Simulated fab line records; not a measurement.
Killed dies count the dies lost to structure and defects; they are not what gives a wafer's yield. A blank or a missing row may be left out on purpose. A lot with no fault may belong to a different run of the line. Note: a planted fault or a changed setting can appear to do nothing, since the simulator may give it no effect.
fab line records	flow n5-finfet	part 1 of 2: steps 1 to 22 of 32
record: lots: 5	wafers: 15	last-day: 16
route steps=1938 shown BEOL_M5@1161
lots with no fault: from the same line, run without faults
start-h: the number of hours between the record's first day and the start of the first shown wafer of the lot	wait-h: hours since the lot's step before	" repeats the value in the row above	L1.1+2: a row that stands for several wafers	- either no value or no given start	* or withheld: withheld	< > ~ a bound
route shown NAME@n: NAME is a module with steps in the file, n the number in the route of the first one	usual: mean/standard deviation of fault-free wafers	same: alike in all rows	chamber/n: place in a boat	sites: readings site by site	_std_site: how widely they spread, as a standard deviation	_edge_site: outer sites' mean less inner sites'	radius-mm: how far each site lies from the wafer's centre	mask NAME#n: copy n	behind: the most recent tool/chamber to have shaped the wafer	hold: cause of the lot's hold/its duration in hours/its outcome	device: the n, p or np transistor that did not switch	end of line: at the end of the route, the tests of the same wafers	a step without rows: its recipe alone	killed: dies lost to structure and defects at the first sort, not the wafer's yield	map: per-die view of a wafer (x killed, . not killed, _ where there is no die)
set.NAME: setting as actually run; set.NAME@STEP: the setting as run at that earlier step	model.NAME: the simulator's own value behind a step, which no gauge read
a table for each step, a row for each wafer; lots at some steps of the route
services: the hour from which a tool's chamber was out of use, counted from the record's first day as start-h (under 0 if before that day), plus the number of hours and why
== steps ==
step: N5_BEOL_M5_ETCH_41
recipe: chemistry: CH3F/O2	target: SiCN	target-depth-a: 315	taper-deg: 2	time-s: 56.7	ion-energy-ev: 120	mask-material: TiN	pressure-mtorr: 30	source-w: 395	bias-w: 75	Ar_flow_sccm: 150	CH3F_flow_sccm: 30	O2_flow_sccm: 20
usual: chamber-pressure-mTorr: 29.999/0.027	drypump-motor-current-A: 5.9/0.45	mfc-ar-sccm: 149.9/0.46	oes-product-au: 0.81/0.081	rf-vpp-V: 297.7/1.7	showerhead-plenum-p-Torr: 2.02/0.081	throttle-valve-pct: 16.30/0.23
same: time-s: 56.7
lot.wafer	tool	chamber	start-h	wait-h	chamber-pressure-mTorr	drypump-motor-current-A	mfc-ar-sccm	oes-product-au	rf-hours-counter-h	rf-vpp-V	showerhead-plenum-p-Torr	throttle-valve-pct
L079.3	rie-diel-06	1	-	-	30.020	6.1	149.4	0.90	24	296.9	2.05	16.01
L079.4	"	3	"	"	29.984	5.9	150.1	0.83	88	299.7	2.10	16.03
L079.5	"	1	"	"	29.999	6.1	149.4	0.90	-	297.1	2.05	15.99
L081.1	rie-diel-03	2	-	-	29.998	5.3	149.7	0.74	158	295.5	1.91	16.40
L081.5	"	3	"	"	29.983	5.3	149.4	0.95	-	296.4	1.97	16.29
L081.6	"	0	"	"	29.994	6.7	150.5	0.87	-	296.5	1.96	16.19
L083.1	rie-diel-02	1	-	-	29.987	6.2	150.4	0.74	164	297.5	2.08	16.05
L083.4	"	0	"	"	29.995	6.0	150.2	0.82	82	300.4	2.11	16.02
L083.5	"	3	"	"	29.998	5.6	149.8	0.93	-	300.6	2.14	16.14
L086.1	rie-diel-02	3	-	-	30.030	5.6	150.0	0.91	34	299.2	2.13	16.17
L086.2	"	2	"	"	30.005	6.2	150.2	0.73	210	296.0	1.90	16.73
L086.3	"	0	"	"	30.001	6.0	150.6	0.81	94	300.2	2.10	16.05
L093.1	rie-diel-06	2	-	-	29.965	5.2	150.1	0.83	71	298.0	2.03	16.27
L093.3	"	3	"	"	29.981	5.8	149.8	0.79	113	298.7	2.10	16.06
L093.5	"	1	"	"	30.000	6.2	150.7	0.86	-	297.3	2.04	16.04
step: N5_BEOL_M5_STRIP_91
recipe: chemistry: N2/H2	time-s: 10	power-w: 450	temp-c: 40	pressure-mtorr: 20	rf-frequency-hz: 6e+07	bias-power-w: 7	n2-flow-sccm: 200	h2-flow-sccm: 200
usual: chamber-pressure-mTorr: 20.000/0.018	drypump-motor-current-A: 5.9/0.45	oes-product-au: 0.81/0.08	rf-vpp-V: 59.4/0.86	showerhead-plenum-p-Torr: 2.56/0.1	throttle-valve-pct: 23.7/0.34
same: time-s: 10
lot.wafer	tool	chamber	start-h	wait-h	chamber-pressure-mTorr	drypump-motor-current-A	oes-product-au	rf-hours-counter-h	rf-vpp-V	showerhead-plenum-p-Torr	throttle-valve-pct
L079.3	rie-diel-06	1	-	-	19.987	6.2	0.91	24	60.0	2.58	23.3
L079.4	"	3	"	"	19.984	5.9	0.83	88	58.9	2.67	23.6
L079.5	"	1	"	"	20.019	6.1	0.91	-	58.3	2.58	23.3
L081.1	rie-diel-03	2	-	-	19.994	5.3	0.75	158	59.4	2.44	24.0
L081.5	"	3	"	"	20.014	5.3	0.96	-	60.0	2.50	23.5
L081.6	"	0	"	"	20.002	6.6	0.88	-	58.0	2.48	23.6
L083.1	rie-diel-02	1	-	-	20.014	6.3	0.74	164	59.8	2.65	23.2
L083.4	"	0	"	"	20.021	6.1	0.83	82	60.1	2.68	23.3
L083.5	"	3	"	"	20.000	5.6	0.93	-	59.1	2.70	23.4
L086.1	rie-diel-02	3	-	-	20.018	5.6	0.90	34	61.2	2.70	23.4
L086.2	"	2	"	"	20.019	6.2	0.73	210	57.2	2.41	24.1
L086.3	"	0	"	"	19.998	6.1	0.81	94	58.8	2.67	23.3
L093.1	rie-diel-06	2	-	-	20.007	5.2	0.84	71	60.6	2.56	23.7
L093.3	"	3	"	"	19.983	5.8	0.79	113	59.1	2.66	23.7
L093.5	"	1	"	"	20.007	6.2	0.87	-	59.2	2.57	23.3
step: N5_BEOL_M5_OCD_MEAS_38
usual: trench-depth-nm: 71.6/1.4
lot.wafer	tool	chamber	start-h	wait-h	trench-depth-nm
L079.3	ocd-02	-	200.27	-	74.2
L079.4	"	-	"	"	72.1
L079.5	"	-	"	"	73.6
L081.1	ocd-02	-	216.47	-	70.8
L081.5	"	-	"	"	73.4
L081.6	"	-	"	"	73.0
L083.1	ocd-02	-	219.21	-	71.7
L083.4	"	-	"	"	71.1
L083.5	"	-	"	"	73.8
L086.1	ocd-01	-	253.03	-	75.0
L086.2	"	-	"	"	70.4
L086.3	"	-	"	"	71.2
L093.1	ocd-01	-	283.88	-	70.6
L093.3	"	-	"	"	70.9
L093.5	"	-	"	"	73.2
step: N5_BEOL_M5_HM_STRIP_39
recipe: chemistry: peroxide-tin-strip	material: TiN	target-depth-a: 250	temp-c: 50	time-s: 158
usual: bath-heat-duty-pct: 7.5/0.88
same: time-s: 158
lot.wafer	tool	chamber	start-h	wait-h	bath-heat-duty-pct
L079.3	wet-bench-05	0	200.30	0.0	8.7
L079.4	"	1	"	"	7.7
L079.5	"	2	"	"	8.8
L081.1	wet-bench-02	2	216.50	0.0	7.6
L081.5	"	4	"	"	6.3
L081.6	"	1	"	"	7.6
L083.1	wet-bench-05	0	219.24	0.0	7.9
L083.4	"	7	"	"	7.5
L083.5	"	4	"	"	6.2
L086.1	wet-bench-02	3	253.06	0.0	8.5
L086.2	"	4	"	"	5.6
L086.3	"	0	"	"	8.5
L093.1	wet-bench-03	0	283.91	0.0	7.9
L093.3	"	6	"	"	7.6
L093.5	"	5	"	"	6.4
step: N5_BEOL_M5_SRD_40
recipe: time-s: 30	temp-c: 23	rinse-liquid: diw	dry: ipa-marangoni
usual: bath-heat-duty-pct: 3.8/0.54
same: time-s: 30
lot.wafer	tool	chamber	start-h	wait-h	bath-heat-duty-pct
L079.3	wet-bench-05	0	200.35	0.0	5.0
L079.4	"	1	"	"	3.7
L079.5	"	2	"	"	3.8
L081.1	wet-bench-02	2	216.59	0.0	3.9
L081.5	"	4	"	"	2.6
L081.6	"	1	"	"	3.4
L083.1	wet-bench-05	0	219.29	0.0	4.1
L083.4	"	7	"	"	3.1
L083.5	"	4	"	"	3.4
L086.1	wet-bench-02	3	253.11	0.0	4.3
L086.2	"	4	"	"	3.2
L086.3	"	0	"	"	4.5
L093.1	wet-bench-03	0	284.00	0.0	4.2
L093.3	"	6	"	"	3.6
L093.5	"	5	"	"	3.4
step: N5_BEOL_M5_PRECLEAN_42
recipe: chemistry: residue-remover	time-s: 60	temp-c: 40
usual: bath-heat-duty-pct: 4.8/0.66
same: time-s: 60
lot.wafer	tool	chamber	start-h	wait-h	bath-heat-duty-pct
L079.3	wet-bench-05	0	200.36	0.0	5.5
L079.4	"	1	"	"	5.1
L079.5	"	2	"	"	5.6
L081.1	wet-bench-02	2	216.62	0.0	5.5
L081.5	"	4	"	"	4.3
L081.6	"	1	"	"	5.1
L083.1	wet-bench-05	0	219.30	0.0	5.1
L083.4	"	7	"	"	5.5
L083.5	"	4	"	"	4.1
L086.1	wet-bench-02	3	253.12	0.0	4.4
L086.2	"	4	"	"	3.9
L086.3	"	0	"	"	4.2
L093.1	wet-bench-03	0	284.04	0.0	4.9
L093.3	"	6	"	"	5.1
L093.5	"	5	"	"	4.9
step: N5_BEOL_M5_SRD_43
recipe: time-s: 30	temp-c: 23	rinse-liquid: diw	dry: ipa-marangoni
usual: bath-heat-duty-pct: 3.8/0.58
same: time-s: 30
lot.wafer	tool	chamber	start-h	wait-h	bath-heat-duty-pct
L079.3	wet-bench-05	0	200.38	0.0	5.1
L079.4	"	1	"	"	3.3
L079.5	"	2	"	"	4.3
L081.1	wet-bench-02	2	216.66	0.0	3.6
L081.5	"	4	"	"	3.0
L081.6	"	1	"	"	4.6
L083.1	wet-bench-05	0	219.32	0.0	4.3
L083.4	"	7	"	"	3.9
L083.5	"	4	"	"	3.5
L086.1	wet-bench-02	3	253.14	0.0	4.1
L086.2	"	4	"	"	3.1
L086.3	"	0	"	"	4.0
L093.1	wet-bench-03	0	284.07	0.0	3.6
L093.3	"	6	"	"	4.2
L093.5	"	5	"	"	3.2
step: N5_BEOL_M5_CD_MEAS_35
recipe: target-cd-nm: 28	target-cd-y-nm: 24	polarity: opening
usual: cd-nm: 28.20/0.26
lot.wafer	tool	chamber	start-h	wait-h	cd-nm
L079.3	cd-sem-01	-	200.42	0.0	28.08
L079.4	"	-	"	"	28.81
L079.5	"	-	"	"	28.21
L081.1	cd-sem-01	-	216.72	0.0	28.24
L081.5	"	-	"	"	28.46
L081.6	"	-	"	"	28.14
L083.1	cd-sem-01	-	219.36	0.0	28.26
L083.4	"	-	"	"	28.24
L083.5	"	-	"	"	28.68
L086.1	cd-sem-02	-	253.18	0.0	28.21
L086.2	"	-	"	"	28.50
L086.3	"	-	"	"	28.27
L093.1	cd-sem-03	-	284.13	0.0	28.54
L093.3	"	-	"	"	28.28
L093.5	"	-	"	"	27.99
step: N5_BEOL_M5_CURE_80
recipe: temp-c: 370	time-s: 120	ambient: DMADMS/He	material: SiCOH_lowk
usual: lamp-power-pct: 52.31/0.051	wafer_temp_C_max: 371.7/0.66
same: time-s: 120
lot.wafer	tool	chamber	start-h	wait-h	lamp-power-pct	wafer_temp_C_max
L079.3	uv-cure-03	1	200.56	0.1	52.21	373.4
L079.4	"	1	"	"	52.22	372.6
L079.5	"	1	"	"	52.27	372.3
L081.1	uv-cure-01	0	216.76	0.0	52.27	371.0
L081.5	"	0	"	"	52.33	370.9
L081.6	"	0	"	"	52.33	370.9
L083.1	uv-cure-01	1	219.40	0.0	52.36	372.3
L083.4	"	1	"	"	52.35	371.8
L083.5	"	1	"	"	52.21	372.0
L086.1	uv-cure-02	1	253.34	0.2	52.30	371.5
L086.2	"	1	"	"	52.31	371.2
L086.3	"	1	"	"	52.43	371.0
L093.1	uv-cure-02	0	284.17	0.0	52.27	372.6
L093.3	"	0	"	"	52.25	372.4
L093.5	"	0	"	"	52.33	373.2
step: N5_BEOL_M5_DEGAS_44
recipe: ambient: vacuum	temp-c: 250	time-s: 60
usual: heater-power-w: 322/36
same: time-s: 60
lot.wafer	tool	chamber	start-h	wait-h	heater-power-w
L079.3	pvd-sputter-03	-	200.82	0.2	348
L079.4	"	-	"	"	292
L079.5	"	-	"	"	295
L081.1	pvd-sputter-01	-	217.17	0.4	312
L081.5	"	-	"	"	393
L081.6	"	-	"	"	331
L083.1	pvd-sputter-02	-	220.47	1.0	324
L083.4	"	-	"	"	320
L083.5	"	-	"	"	316
L086.1	pvd-sputter-03	-	253.75	0.4	342
L086.2	"	-	"	"	347
L086.3	"	-	"	"	300
L093.1	pvd-sputter-02	-	284.87	0.6	324
L093.3	"	-	"	"	312
L093.5	"	-	"	"	313
step: N5_BEOL_M5_PRE_CLEAN_45
recipe: gas: H2/He	time-s: 30	temp-c: 250
usual: heater-power-w: 321/36
same: time-s: 30
lot.wafer	tool	chamber	start-h	wait-h	heater-power-w
L079.3	pvd-sputter-03	-	200.86	0.0	335
L079.4	"	-	"	"	289
L079.5	"	-	"	"	288
L081.1	pvd-sputter-01	-	217.21	0.0	310
L081.5	"	-	"	"	391
L081.6	"	-	"	"	322
L083.1	pvd-sputter-02	-	220.51	0.0	313
L083.4	"	-	"	"	332
L083.5	"	-	"	"	313
L086.1	pvd-sputter-03	-	253.79	0.0	340
L086.2	"	-	"	"	348
L086.3	"	-	"	"	296
L093.1	pvd-sputter-02	-	284.91	0.0	309
L093.3	"	-	"	"	306
L093.5	"	-	"	"	314
step: N5_BEOL_M5_ALD_86
recipe: material: TaN	target-thk-a: *	temp-c: 275	ald-precursor-family: PDMAT	ald-co-reactant: NH3	pressure-torr: 3	carrier-flow-sccm: 1500	pulse-time-s: 2	purge-time-s: 3	co-reactant-purge-time-s: 2	co-reactant-pulse-time-s: 3	ald-cycles: 30	precursor-vessel-temp-c: 75	precursor-vessel-pressure-torr: 26.25	precursor-vessel-carrier-sccm: 1000
usual: heater-power-w: 413/54
same: ald-cycles: 30	co-reactant-pulse-time-s: 3	co-reactant-purge-time-s: 2
lot.wafer	tool	chamber	start-h	wait-h	heater-power-w
L079.3	ald-metal-02	3	200.93	0.0	479
L079.4	"	1	"	"	385
L079.5	"	3	"	"	472
L081.1	ald-metal-03	3	217.28	0.1	460
L081.5	"	3	"	"	477
L081.6	"	2	"	"	410
L083.1	ald-metal-04	1	220.60	0.1	373
L083.4	"	2	"	"	378
L083.5	"	3	"	"	451
L086.1	ald-metal-03	1	253.86	0.0	398
L086.2	"	2	"	"	406
L086.3	"	3	"	"	464
L093.1	ald-metal-02	0	284.99	0.1	457
L093.3	"	2	"	"	311
L093.5	"	1	"	"	378
step: N5_BEOL_M5_SURFACE_TREAT_87
recipe: gas: Ar	time-s: *	ion-energy-ev: *	ion-current-ma-cm2: 0.5	pressure-mtorr: *	ar-flow-sccm: 30
usual: throttle-valve-pct: *
same: time-s: *
lot.wafer	tool	chamber	start-h	wait-h	throttle-valve-pct
L079.3	pvd-sputter-03	-	201.15	0.1	*
L079.4	"	-	"	"	*
L079.5	"	-	"	"	*
L081.1	pvd-sputter-03	-	217.74	0.4	*
L081.5	"	-	"	"	*
L081.6	"	-	"	"	*
L083.1	pvd-sputter-02	-	220.87	0.2	*
L083.4	"	-	"	"	*
L083.5	"	-	"	"	*
L086.1	pvd-sputter-02	-	254.13	0.2	*
L086.2	"	-	"	"	*
L086.3	"	-	"	"	*
L093.1	pvd-sputter-03	-	285.24	0.1	*
L093.3	"	-	"	"	*
L093.5	"	-	"	"	*
step: N5_BEOL_M5_CVD_47
recipe: material: Co	target-thk-a: 30	temp-c: withheld	precursor: CCTBA/H2	pressure-torr: 30	time-s: 216
same: time-s: 216
lot.wafer	tool	chamber	start-h	wait-h
L079.3+4+5	cvd-co-01	2,2,0	201.21	0.0
L081.1+5+6	cvd-co-01	1,1,0	217.86	0.1
L083.1+4+5	cvd-co-02	1,0,2	220.95	0.1
L086.1+2+3	cvd-co-01	2,0,1	254.22	0.1
L093.1+3+5	cvd-co-02	1,2,1	285.35	0.1
step: N5_BEOL_M5_SPUTTER_48
recipe: material: Cu	target-thk-a: 150	temp-c: -20	chamber-pressure-pa: 0.07	power-w: withheld	time-s: 27.62
usual: throttle-valve-pct: 29.7/1.4
same: time-s: 27.62
lot.wafer	tool	chamber	start-h	wait-h	throttle-valve-pct
L079.3	pvd-sputter-02	-	201.38	0.1	30.8
L079.4	"	-	"	"	29.3
L079.5	"	-	"	"	29.7
L081.1	pvd-sputter-03	-	218.01	0.1	30.6
L081.5	"	-	"	"	31.3
L081.6	"	-	"	"	29.1
L083.1	pvd-sputter-02	-	221.37	0.4	29.4
L083.4	"	-	"	"	29.3
L083.5	"	-	"	"	30.9
L086.1	pvd-sputter-02	-	254.41	0.1	29.4
L086.2	"	-	"	"	30.8
L086.3	"	-	"	"	29.5
L093.1	pvd-sputter-02	-	285.55	0.1	29.3
L093.3	"	-	"	"	30.9
L093.5	"	-	"	"	30.8
step: N5_BEOL_M5_ANNEAL_49
recipe: temp-c: 400	time-s: 1800	ambient: vacuum
usual: heater-power-w: 810/98	susceptor_temp_C_max: 400.9/0.39
same: time-s: 1800
lot.wafer	tool	chamber	start-h	wait-h	heater-power-w	susceptor_temp_C_max
L079.3	pvd-sputter-02	-	201.46	0.0	592	400.9
L079.4	"	-	"	"	822	400.8
L079.5	"	-	"	"	812	400.3
L081.1	pvd-sputter-03	-	218.09	0.0	743	400.8
L081.5	"	-	"	"	832	401.3
L081.6	"	-	"	"	847	401.1
L083.1	pvd-sputter-02	-	221.45	0.0	772	400.2
L083.4	"	-	"	"	804	400.7
L083.5	"	-	"	"	776	400.6
L086.1	pvd-sputter-02	-	254.49	0.0	814	400.8
L086.2	"	-	"	"	592	400.9
L086.3	"	-	"	"	802	400.7
L093.1	pvd-sputter-02	-	285.63	0.0	782	400.4
L093.3	"	-	"	"	782	401.2
L093.5	"	-	"	"	775	401.1
step: N5_BEOL_M5_SPUTTER_81
recipe: material: Cu	target-thk-a: 150	temp-c: -20	chamber-pressure-pa: 0.07	power-w: withheld	time-s: 27.62
usual: throttle-valve-pct: 29.7/1.4
same: time-s: 27.62
lot.wafer	tool	chamber	start-h	wait-h	throttle-valve-pct
L079.3	pvd-sputter-02	-	202.47	0.5	30.8
L079.4	"	-	"	"	29.5
L079.5	"	-	"	"	29.7
L081.1	pvd-sputter-03	-	219.10	0.5	30.6
L081.5	"	-	"	"	31.2
L081.6	"	-	"	"	29.3
L083.1	pvd-sputter-02	-	222.46	0.5	29.8
L083.4	"	-	"	"	29.5
L083.5	"	-	"	"	31.0
L086.1	pvd-sputter-02	-	255.50	0.5	29.4
L086.2	"	-	"	"	30.8
L086.3	"	-	"	"	29.6
L093.1	pvd-sputter-02	-	286.63	0.5	29.6
L093.3	"	-	"	"	31.0
L093.5	"	-	"	"	30.8
step: N5_BEOL_M5_ANNEAL_82
recipe: temp-c: 400	time-s: 1800	ambient: vacuum
usual: heater-power-w: 812/98	susceptor_temp_C_max: 400.9/0.38
same: time-s: 1800
lot.wafer	tool	chamber	start-h	wait-h	heater-power-w	susceptor_temp_C_max
L079.3	pvd-sputter-02	-	202.55	0.0	585	400.6
L079.4	"	-	"	"	815	400.7
L079.5	"	-	"	"	812	400.4
L081.1	pvd-sputter-03	-	219.18	0.0	732	401.0
L081.5	"	-	"	"	847	401.1
L081.6	"	-	"	"	849	401.1
L083.1	pvd-sputter-02	-	222.54	0.0	790	400.4
L083.4	"	-	"	"	800	400.9
L083.5	"	-	"	"	747	401.1
L086.1	pvd-sputter-02	-	255.58	0.0	810	400.5
L086.2	"	-	"	"	587	401.0
L086.3	"	-	"	"	809	400.7
L093.1	pvd-sputter-02	-	286.71	0.0	804	400.5
L093.3	"	-	"	"	764	401.1
L093.5	"	-	"	"	778	400.4
step: N5_BEOL_M5_SPUTTER_83
recipe: material: Cu	target-thk-a: 150	temp-c: -20	chamber-pressure-pa: 0.07	power-w: withheld	time-s: 27.62
usual: throttle-valve-pct: 29.7/1.4
same: time-s: 27.62
lot.wafer	tool	chamber	start-h	wait-h	throttle-valve-pct
L079.3	pvd-sputter-02	-	203.55	0.5	30.7
L079.4	"	-	"	"	29.5
L079.5	"	-	"	"	29.4
L081.1	pvd-sputter-03	-	220.18	0.5	30.6
L081.5	"	-	"	"	31.3
L081.6	"	-	"	"	29.2
L083.1	pvd-sputter-02	-	223.55	0.5	29.2
L083.4	"	-	"	"	29.3
L083.5	"	-	"	"	30.9
L086.1	pvd-sputter-02	-	256.59	0.5	29.4
L086.2	"	-	"	"	31.0
L086.3	"	-	"	"	29.5
L093.1	pvd-sputter-02	-	287.72	0.5	29.2
L093.3	"	-	"	"	30.8
L093.5	"	-	"	"	31.0
step: N5_BEOL_M5_ANNEAL_84
recipe: temp-c: 400	time-s: 1800	ambient: vacuum
usual: heater-power-w: 810/97	susceptor_temp_C_max: 400.9/0.38
same: time-s: 1800
lot.wafer	tool	chamber	start-h	wait-h	heater-power-w	susceptor_temp_C_max
L079.3	pvd-sputter-02	-	203.63	0.0	607	401.0
L079.4	"	-	"	"	811	400.8
L079.5	"	-	"	"	799	400.8
L081.1	pvd-sputter-03	-	220.26	0.0	723	401.0
L081.5	"	-	"	"	847	401.1
L081.6	"	-	"	"	843	400.9
L083.1	pvd-sputter-02	-	223.63	0.0	808	400.7
L083.4	"	-	"	"	813	400.9
L083.5	"	-	"	"	796	400.6
L086.1	pvd-sputter-02	-	256.67	0.0	814	400.3
L086.2	"	-	"	"	600	400.5
L086.3	"	-	"	"	805	400.6
L093.1	pvd-sputter-02	-	287.80	0.0	797	401.0
L093.3	"	-	"	"	757	400.2
L093.5	"	-	"	"	793	400.5
step: N5_BEOL_M5_SPUTTER_88
recipe: material: Cu	target-thk-a: 150	temp-c: -20	chamber-pressure-pa: 0.07	power-w: withheld	time-s: 27.62
usual: throttle-valve-pct: 29.7/1.4
same: time-s: 27.62
lot.wafer	tool	chamber	start-h	wait-h	throttle-valve-pct
L079.3	pvd-sputter-02	-	204.64	0.5	30.6
L079.4	"	-	"	"	29.3
L079.5	"	-	"	"	29.5
L081.1	pvd-sputter-03	-	221.27	0.5	30.6
L081.5	"	-	"	"	31.0
L081.6	"	-	"	"	29.4
L083.1	pvd-sputter-02	-	224.63	0.5	29.3
L083.4	"	-	"	"	29.5
L083.5	"	-	"	"	31.2
L086.1	pvd-sputter-02	-	257.67	0.5	29.4
L086.2	"	-	"	"	30.5
L086.3	"	-	"	"	29.4
L093.1	pvd-sputter-02	-	288.81	0.5	29.5
L093.3	"	-	"	"	30.8
L093.5	"	-	"	"	30.7
step: N5_BEOL_M5_ANNEAL_89
recipe: temp-c: 400	time-s: 1800	ambient: vacuum
usual: heater-power-w: 809/97	susceptor_temp_C_max: 400.9/0.37
same: time-s: 1800
lot.wafer	tool	chamber	start-h	wait-h	heater-power-w	susceptor_temp_C_max
L079.3	pvd-sputter-02	-	204.72	0.0	597	400.6
L079.4	"	-	"	"	817	400.8
L079.5	"	-	"	"	811	400.4
L081.1	pvd-sputter-03	-	221.35	0.0	715	401.0
L081.5	"	-	"	"	816	400.6
L081.6	"	-	"	"	852	400.9
L083.1	pvd-sputter-02	-	224.71	0.0	788	400.7
L083.4	"	-	"	"	804	400.5
L083.5	"	-	"	"	781	401.0
L086.1	pvd-sputter-02	-	257.75	0.0	821	400.9
L086.2	"	-	"	"	598	400.5
L086.3	"	-	"	"	794	400.8
L093.1	pvd-sputter-02	-	288.89	0.0	796	400.9
L093.3	"	-	"	"	775	400.9
L093.5	"	-	"	"	795	400.5
